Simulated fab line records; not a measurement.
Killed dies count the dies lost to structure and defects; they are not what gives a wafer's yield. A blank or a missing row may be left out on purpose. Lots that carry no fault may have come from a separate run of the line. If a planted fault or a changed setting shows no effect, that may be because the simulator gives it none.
Which of the tools did it? | flow n5 finfet | 24 lots, 72 wafers sampled, at 6 steps of a route of 1938

== WHAT THE GAUGES READ, wafer by wafer ==
N5_PASSIVATION_CD_MEAS_30 targets a cd of 4000 nm. Usual: cd nm reads 4000.2 nm (standard deviation 2.5).
lot  | measured     | on        | cd nm (nm)           | flag
L074 | day 12 16:02 | cd sem-03 | 3995.2 3999.2 4001.0 |
L075 | day 12 20:02 | cd sem-01 | 3997.7 3995.0 3997.3 |
L077 | day 13 07:50 | cd sem-03 | 4002.1 4000.9 3998.2 |
L076 | day 13 15:44 | cd sem-02 | 3999.8 3998.8 4000.7 |
L079 | day 13 20:55 | cd sem-03 | 4001.0 4000.1 4004.5 |
L080 | day 14 02:19 | cd sem-03 | 3999.1 3995.4 3998.7 |
L081 | day 14 03:25 | cd sem-01 | 3996.6 3998.1 3995.5 |
L082 | day 14 15:20 | cd sem-03 | 4000.9 3999.7 4000.1 |
L078 | day 15 00:30 | cd sem-02 | 4001.2 4001.0 3999.8 |
L083 | day 15 01:48 | cd sem-01 | 3997.9 4000.5 4000.7 |
L084 | day 15 05:34 | cd sem-01 | 3998.4 4000.2 3999.9 |
L085 | day 16 00:56 | cd sem-03 | 4005.9 4001.5 4003.4 |
L086 | day 16 01:07 | cd sem-01 | 4000.0 4001.9 4001.2 |
L088 | day 16 05:28 | cd sem-02 | 4003.4 4001.2 3998.5 |
L087 | day 16 12:00 | cd sem-01 | 4000.6 4000.1 4000.7 |
L090 | day 17 04:59 | cd sem-01 | 3996.8 4000.3 3998.4 |
L089 | day 17 09:46 | cd sem-02 | 4002.3 4002.9 4001.8 |
L091 | day 17 10:13 | cd sem-03 | 3997.8 4001.9 3998.9 |
L092 | day 17 23:58 | cd sem-02 | 4000.9 3998.8 3999.7 |
L095 | day 18 05:02 | cd sem-02 | 4000.7 4000.4 3997.8 |
L094 | day 18 12:35 | cd sem-01 | 3997.9 3997.4 3999.8 |
L093 | day 18 12:18 | cd sem-02 | 4002.2 4002.2 4000.6 |
L096 | day 18 17:19 | cd sem-02 | 4001.4 4001.7 4001.5 |
L097 | day 18 23:10 | cd sem-02 | 4000.7 3996.6 3997.4 |

N5_PASSIVATION_OVL_MEAS_66. Usual: PASS_OPEN_OVL typically reads 2 nm, with standard deviation 6.2.
lot  | measured     | on         | PASS_OPEN_OVL (nm) | flag
L074 | day 12 17:53 | overlay-02 | 12 10 9            |
L075 | day 12 22:41 | overlay-02 | 1 -4 0             |
L077 | day 13 09:46 | overlay-01 | 9 5 4              |
L076 | day 13 17:47 | overlay-01 | 4 0 8              |
L079 | day 13 22:49 | overlay-01 | -1 1 -1            |
L080 | day 14 04:16 | overlay-01 | 3 5 7              |
L081 | day 14 05:15 | overlay-02 | -6 -9 -19          |
L082 | day 14 17:06 | overlay-02 | -1 -10 -6          |
L078 | day 15 02:28 | overlay-02 | 2 4 -5             |
L083 | day 15 03:41 | overlay-02 | 3 -4 9             |
L084 | day 15 07:30 | overlay-02 | 5 9 4              |
L085 | day 16 02:50 | overlay-01 | 5 8 1              |
L086 | day 16 03:05 | overlay-02 | 9 -5 8             |
L088 | day 16 07:26 | overlay-02 | -2 -3 2            |
L087 | day 16 13:48 | overlay-02 | 6 6 9              |
L090 | day 17 07:33 | overlay-01 | -2 -6 -3           |
L089 | day 17 11:51 | overlay-02 | -6 -4 -3           |
L091 | day 17 12:39 | overlay-01 | -11 1 0            |
L092 | day 18 01:50 | overlay-02 | 1 4 6              |
L095 | day 18 06:59 | overlay-01 | 2 7 18             |
L094 | day 18 14:31 | overlay-02 | -3 -1 4            |
L093 | day 18 14:11 | overlay-01 | 6 7 8              |
L096 | day 18 19:22 | overlay-01 | 4 5 -1             |
L097 | day 19 07:01 | overlay-02 | 10 2 -11           |

== WHICH TOOL RAN EACH LOT (tool, then ch and the chambers of the sampled wafers, then the start) ==
lot  | N5_BEOL_M14_ANNEAL_48            | N5_BEOL_M15_STRIP_63                          | N5_MIM_TOP_ETCH_STRIP_01           | N5_MIM_BOT_ETCH_ETCH_03
L074 | rtp anneal-01 ch 0, day 11 20:34 | rie diel-02 ch 0,1,2, day 12 09:45 or earlier | rie diel-01 ch 0,2, day 12 09:45   | rie metal-03 ch 0,1, day 12 10:34
L075 | rtp anneal-01 ch 0, day 12 05:50 | rie diel-02 ch 0,1,3, day 12 16:29 or earlier | rie diel-01 ch 1,2,3, day 12 16:29 | rie metal-02 ch 0,1, day 12 17:10
L077 | rtp anneal-01 ch 0, day 12 12:35 | rie diel-03 ch 1,2, day 13 02:18 or earlier   | rie diel-03 ch 1,3, day 13 02:18   | rie metal-02 ch 0,1, day 13 03:20
L076 | rtp anneal-02 ch 0, day 12 23:04 | rie diel-02 ch 0,1,2, day 13 09:06 or earlier | rie diel-02 ch 0,1,2, day 13 09:06 | rie metal-02 ch 0,1, day 13 09:53
L079 | rtp anneal-01 ch 0, day 13 02:41 | rie diel-01 ch 1,2, day 13 16:22 or earlier   | rie diel-03 ch 1,3, day 13 16:22   | rie metal-01 ch 0,1, day 13 17:03
L080 | rtp anneal-02 ch 0, day 13 07:55 | rie diel-01 ch 1,2,3, day 13 19:59 or earlier | rie diel-02 ch 0,2,3, day 13 19:59 | rie metal-02 ch 0,1, day 13 20:47
L081 | rtp anneal-02 ch 0, day 13 09:02 | rie diel-02 ch 0,1, day 13 22:06 or earlier   | rie diel-02 ch 1,2,3, day 13 22:06 | rie metal-03 ch 0,1, day 13 22:46
L082 | rtp anneal-02 ch 0, day 13 22:43 | rie diel-02 ch 2,3, day 14 10:32 or earlier   | rie diel-02 ch 0,3, day 14 10:32   | rie metal-01 ch 1, day 14 11:15
L078 | rtp anneal-01 ch 0, day 14 04:31 | rie diel-02 ch 1,2,3, day 14 19:49 or earlier | rie diel-02 ch 0,1,3, day 14 19:49 | rie metal-02 ch 0,1, day 14 20:37
L083 | rtp anneal-02 ch 0, day 14 11:12 | rie diel-03 ch 0,1,2, day 14 20:55 or earlier | rie diel-01 ch 1,2, day 14 20:55   | rie metal-02 ch 0,1, day 14 21:44
L084 | rtp anneal-01 ch 0, day 14 16:07 | rie diel-01 ch 1,2, day 15 01:38 or earlier   | rie diel-02 ch 0,1,2, day 15 01:38 | rie metal-02 ch 1, day 15 02:28
L085 | rtp anneal-01 ch 0, day 15 05:23 | rie diel-02 ch 0,2, day 15 18:15 or earlier   | rie diel-01 ch 0,1,2, day 15 18:15 | rie metal-01 ch 0,1, day 15 18:55
L086 | rtp anneal-01 ch 0, day 15 05:41 | rie diel-02 ch 0,2, day 15 18:19 or earlier   | rie diel-01 ch 1,2,3, day 15 18:19 | rie metal-03 ch 0,1, day 15 19:03
L088 | rtp anneal-02 ch 0, day 15 12:37 | rie diel-01 ch 0,2,3, day 16 00:54 or earlier | rie diel-02 ch 0,1,2, day 16 00:54 | rie metal-03 ch 0,1, day 16 01:37
L087 | rtp anneal-02 ch 0, day 15 20:43 | rie diel-02 ch 0,2, day 16 06:40 or earlier   | rie diel-03 ch 0,1, day 16 06:40   | rie metal-03 ch 0,1, day 16 07:19
L090 | rtp anneal-02 ch 0, day 16 12:37 | rie diel-03 ch 1,2,3, day 17 00:50 or earlier | rie diel-01 ch 1,2, day 17 00:50   | rie metal-01 ch 0,1, day 17 01:39
L089 | rtp anneal-02 ch 0, day 16 16:13 | rie diel-01 ch 2,3, day 17 05:32 or earlier   | rie diel-02 ch 0,1,2, day 17 05:32 | rie metal-02 ch 0,1, day 17 06:13
L091 | rtp anneal-01 ch 0, day 16 19:49 | rie diel-03 ch 0,2,3, day 17 06:29 or earlier | rie diel-02 ch 0,1,2, day 17 06:29 | rie metal-03 ch 0, day 17 07:10
L092 | rtp anneal-01 ch 0, day 17 06:46 | rie diel-01 ch 0,1,2, day 17 19:12 or earlier | rie diel-01 ch 0,2,3, day 17 19:12 | rie metal-01 ch 0,1, day 17 20:31
L095 | rtp anneal-02 ch 0, day 17 13:53 | rie diel-01 ch 0,1,3, day 18 00:51 or earlier | rie diel-01 ch 1,2,3, day 18 00:51 | rie metal-03 ch 0,1, day 18 01:31
L094 | rtp anneal-01 ch 0, day 17 14:11 | rie diel-03 ch 0,2, day 18 06:03 or earlier   | rie diel-01 ch 0,2, day 18 06:03   | rie metal-01 ch 0, day 18 06:50
L093 | rtp anneal-01 ch 0, day 17 15:55 | rie diel-03 ch 0,3, day 18 06:08 or earlier   | rie diel-02 ch 0,3, day 18 06:08   | rie metal-03 ch 0,1, day 18 06:53
L096 | rtp anneal-01 ch 0, day 18 00:41 | rie diel-01 ch 0,2,3, day 18 11:46 or earlier | rie diel-03 ch 2,3, day 18 11:46   | rie metal-03 ch 0,1, day 18 12:43
L097 | rtp anneal-02 ch 0, day 18 05:34 | rie diel-01 ch 1,3, day 18 18:16 or earlier   | rie diel-03 ch 0,2, day 18 18:16   | rie metal-03 ch 0,1, day 18 18:56
- N5_BEOL_M14_ANNEAL_48: time 90 s.
- N5_BEOL_M15_STRIP_63: strips in O2.
- N5_MIM_TOP_ETCH_STRIP_01: strips in O2.
- N5_MIM_BOT_ETCH_ETCH_03: etches the open film in Cl2/BCl3, target depth 12 nm.

== AS READ BY THE TOOLS THEMSELVES (means over the sampled wafers that have a number; for cases with no such wafer, the mark the record gives instead) ==
N5_BEOL_M14_ANNEAL_48. Usual: anneal temp c max 226.05, standard deviation 0.28; wafer_temp_C_max 226.11, standard deviation 0.29.
lot  | tool          | anneal temp c max | wafer_temp_C_max | flag
L074 | rtp anneal-01 | 225.87            | 226.35           |
L075 | rtp anneal-01 | 225.99            | 226.11           |
L077 | rtp anneal-01 | 226.23            | 226.26           |
L076 | rtp anneal-02 | 226.45            | 226.07           |
L079 | rtp anneal-01 | 226.23            | 226.64           |
L080 | rtp anneal-02 | 225.89            | 225.84           |
L081 | rtp anneal-02 | 226.23            | 226.06           |
L082 | rtp anneal-02 | 226.04            | 225.89           |
L078 | rtp anneal-01 | 225.88            | 226.32           |
L083 | rtp anneal-02 | 226.05            | 225.77           |
L084 | rtp anneal-01 | 225.78            | 226.14           |
L085 | rtp anneal-01 | 225.87            | 226.46           |
L086 | rtp anneal-01 | 226.05            | 226.12           |
L088 | rtp anneal-02 | 226.15            | 226.04           |
L087 | rtp anneal-02 | 226.14            | 225.79           |
L090 | rtp anneal-02 | 226.25            | 225.87           |
L089 | rtp anneal-02 | 226.20            | 225.86           |
L091 | rtp anneal-01 | 226.18            | 225.87           |
L092 | rtp anneal-01 | 226.06            | 226.28           |
L095 | rtp anneal-02 | 226.04            | 225.92           |
L094 | rtp anneal-01 | 225.72            | 226.46           |
L093 | rtp anneal-01 | 225.81            | 226.44           |
L096 | rtp anneal-01 | 225.94            | 226.38           |
L097 | rtp anneal-02 | 226.29            | 226.02           |

N5_BEOL_M15_STRIP_63. Usual: drypump motor current A 6.0 A, standard deviation 0.37; oes product au 0.80 a.u., standard deviation 0.095; rf vpp V 3.6 V, standard deviation 0.74; showerhead plenum p Torr 2.09 Torr, standard deviation 0.067; throttle valve pct 16.64 %, standard deviation 0.26.
lot  | tool        | drypump motor current A (A) | oes product au (a.u.) | rf vpp V (V) | showerhead plenum p Torr (Torr) | throttle valve pct (%) | flag
L074 | rie diel-02 | 6.1                         | 0.85                  | 5.0          | 2.12                            | 16.70                  |
L075 | rie diel-02 | 6.1                         | 0.76                  | 3.4          | 2.04                            | 16.69                  |
L077 | rie diel-03 | 6.4                         | 0.77                  | 3.7          | 2.07                            | 16.75                  |
L076 | rie diel-02 | 6.0                         | 0.83                  | 3.8          | 2.12                            | 16.72                  |
L079 | rie diel-01 | 6.0                         | 0.75                  | 4.1          | 2.12                            | 16.84                  |
L080 | rie diel-01 | 6.0                         | 0.75                  | 3.1          | 2.08                            | 16.77                  |
L081 | rie diel-02 | 6.1                         | 0.76                  | 3.0          | 2.05                            | 16.95                  |
L082 | rie diel-02 | 5.7                         | 0.87                  | 4.2          | 2.13                            | 16.55                  |
L078 | rie diel-02 | 5.8                         | 0.78                  | 3.7          | 2.06                            | 16.77                  |
L083 | rie diel-03 | 5.9                         | 0.86                  | 3.5          | 2.07                            | 16.57                  |
L084 | rie diel-01 | 6.1                         | 0.75                  | 3.5          | 2.12                            | 16.86                  |
L085 | rie diel-02 | 6.0                         | 0.88                  | 3.0          | 2.18                            | 16.55                  |
L086 | rie diel-02 | 6.3                         | 0.85                  | 3.9          | 2.15                            | 16.49                  |
L088 | rie diel-01 | 6.0                         | 0.75                  | 4.1          | 2.10                            | 16.63                  |
L087 | rie diel-02 | 6.3                         | 0.84                  | 3.4          | 2.15                            | 16.50                  |
L090 | rie diel-03 | 6.3                         | 0.89                  | 3.6          | 2.09                            | 16.47                  |
L089 | rie diel-01 | 5.9                         | 0.68                  | 4.2          | 2.08                            | 16.81                  |
L091 | rie diel-03 | 6.1                         | 0.85                  | 4.4          | 2.11                            | 16.57                  |
L092 | rie diel-01 | 6.1                         | 0.78                  | 3.4          | 2.09                            | 16.68                  |
L095 | rie diel-01 | 6.0                         | 0.88                  | 3.9          | 2.05                            | 16.46                  |
L094 | rie diel-03 | 5.7                         | 0.77                  | 3.7          | 2.09                            | 16.73                  |
L093 | rie diel-03 | 5.6                         | 0.79                  | 3.7          | 2.12                            | 16.70                  |
L096 | rie diel-01 | 6.0                         | 0.83                  | 4.2          | 2.09                            | 16.52                  |
L097 | rie diel-01 | 5.9                         | 0.91                  | 4.3          | 2.04                            | 16.51                  |

N5_MIM_TOP_ETCH_STRIP_01. Usual: drypump motor current A 6.0 A, standard deviation 0.36; oes product au 0.79 a.u., standard deviation 0.093; rf vpp V 3.6 V, standard deviation 1.2; showerhead plenum p Torr 2.08 Torr, standard deviation 0.069; throttle valve pct 16.67 %, standard deviation 0.27.
lot  | tool        | drypump motor current A (A) | oes product au (a.u.) | rf vpp V (V) | showerhead plenum p Torr (Torr) | throttle valve pct (%) | flag
L074 | rie diel-01 | 6.1                         | 0.76                  | 2.6          | 2.14                            | 16.64                  |
L075 | rie diel-01 | 6.0                         | 0.76                  | 3.0          | 2.09                            | 16.77                  |
L077 | rie diel-03 | 6.2                         | 0.77                  | 4.5          | 2.12                            | 16.67                  |
L076 | rie diel-02 | 6.1                         | 0.83                  | 3.4          | 2.12                            | 16.73                  |
L079 | rie diel-03 | 6.0                         | 0.81                  | 4.0          | 2.07                            | 16.55                  |
L080 | rie diel-02 | 6.1                         | 0.84                  | 4.4          | 2.10                            | 16.48                  |
L081 | rie diel-02 | 5.7                         | 0.79                  | 2.8          | 2.07                            | 16.76                  |
L082 | rie diel-02 | 6.1                         | 0.75                  | 5.1          | 2.02                            | 16.47                  |
L078 | rie diel-02 | 6.1                         | 0.75                  | 3.6          | 2.04                            | 16.70                  |
L083 | rie diel-01 | 6.0                         | 0.75                  | 3.0          | 2.12                            | 16.86                  |
L084 | rie diel-02 | 6.1                         | 0.81                  | 4.1          | 2.11                            | 16.75                  |
L085 | rie diel-01 | 6.1                         | 0.79                  | 3.2          | 2.10                            | 16.64                  |
L086 | rie diel-01 | 6.0                         | 0.75                  | 4.6          | 2.08                            | 16.82                  |
L088 | rie diel-02 | 6.0                         | 0.80                  | 4.1          | 2.11                            | 16.76                  |
L087 | rie diel-03 | 5.5                         | 0.78                  | 3.3          | 2.08                            | 16.70                  |
L090 | rie diel-01 | 6.0                         | 0.78                  | 3.4          | 2.07                            | 16.85                  |
L089 | rie diel-02 | 6.0                         | 0.80                  | 4.4          | 2.11                            | 16.77                  |
L091 | rie diel-02 | 6.0                         | 0.80                  | 3.0          | 2.11                            | 16.76                  |
L092 | rie diel-01 | 6.1                         | 0.83                  | 3.7          | 2.09                            | 16.51                  |
L095 | rie diel-01 | 6.0                         | 0.82                  | 4.5          | 2.07                            | 16.69                  |
L094 | rie diel-01 | 6.1                         | 0.72                  | 2.7          | 2.12                            | 16.71                  |
L093 | rie diel-02 | 6.1                         | 0.72                  | 2.6          | 2.02                            | 16.51                  |
L096 | rie diel-03 | 6.5                         | 0.87                  | 3.7          | 2.12                            | 16.50                  |
L097 | rie diel-03 | 6.1                         | 0.81                  | 3.9          | 2.08                            | 16.67                  |

N5_MIM_BOT_ETCH_ETCH_03. Usual: bias w 100.00 W, standard deviation 0.29; drypump motor current A 5.66 A, standard deviation 0.26; oes product au 0.84 a.u., standard deviation 0.077; throttle valve pct 27.82 %, standard deviation 0.29.
lot  | tool         | bias w (W) | drypump motor current A (A) | oes product au (a.u.) | throttle valve pct (%) | flag
L074 | rie metal-03 | 100.30     | 5.83                        | 0.90                  | 27.67                  |
L075 | rie metal-02 | 99.92      | 5.60                        | 0.88                  | 27.68                  |
L077 | rie metal-02 | 100.09     | 5.62                        | 0.88                  | 27.68                  |
L076 | rie metal-02 | 100.01     | 5.62                        | 0.88                  | 27.69                  |
L079 | rie metal-01 | 99.66      | 5.54                        | 0.86                  | 28.14                  |
L080 | rie metal-02 | 100.09     | 5.44                        | 0.87                  | 27.61                  |
L081 | rie metal-03 | 99.96      | 5.63                        | 0.79                  | 27.72                  |
L082 | rie metal-01 | 99.68      | 5.84                        | 0.89                  | 28.46                  |
L078 | rie metal-02 | 100.11     | 5.65                        | 0.86                  | 27.68                  |
L083 | rie metal-02 | 99.79      | 5.61                        | 0.85                  | 27.69                  |
L084 | rie metal-02 | 99.87      | 5.79                        | 0.86                  | 27.76                  |
L085 | rie metal-01 | 100.19     | 5.68                        | 0.87                  | 28.30                  |
L086 | rie metal-03 | 99.98      | 5.65                        | 0.77                  | 27.73                  |
L088 | rie metal-03 | 100.20     | 5.83                        | 0.84                  | 27.69                  |
L087 | rie metal-03 | 99.84      | 5.64                        | 0.77                  | 27.74                  |
L090 | rie metal-01 | 100.15     | 5.67                        | 0.86                  | 28.30                  |
L089 | rie metal-02 | 99.96      | 5.63                        | 0.84                  | 27.70                  |
L091 | rie metal-03 | 99.94      | 5.97                        | 0.90                  | 27.63                  |
L092 | rie metal-01 | 99.80      | 5.69                        | 0.85                  | 28.30                  |
L095 | rie metal-03 | 100.23     | 5.64                        | 0.76                  | 27.73                  |
L094 | rie metal-01 | 100.15     | 5.38                        | 0.81                  | 27.98                  |
L093 | rie metal-03 | 100.17     | 5.82                        | 0.82                  | 27.70                  |
L096 | rie metal-03 | 100.21     | 5.82                        | 0.82                  | 27.68                  |
L097 | rie metal-03 | 100.52     | 5.64                        | 0.75                  | 27.74                  |

== THE ANSWER, worked out from the rows above alone ==
Rule: a lot is off if the mean of its wafers that have a number lies more than 3 standard deviations from the usual mean. Also off: a lot with no number at a reading for which 4 or more lots have one. Where the step has rows for the other lots, those lots are counted as sound. Order of review: gauges by route order, followed by the tools' own readings, for which a lot's mean as printed above is used. At the first step where some lot is off, the reading lying furthest off is the one used; lots without a number count as furthest.
No lot is off on any of the readings shown, so nothing can be concluded from this.

== WHAT WAS PUT IN BY THE SIMULATOR ==
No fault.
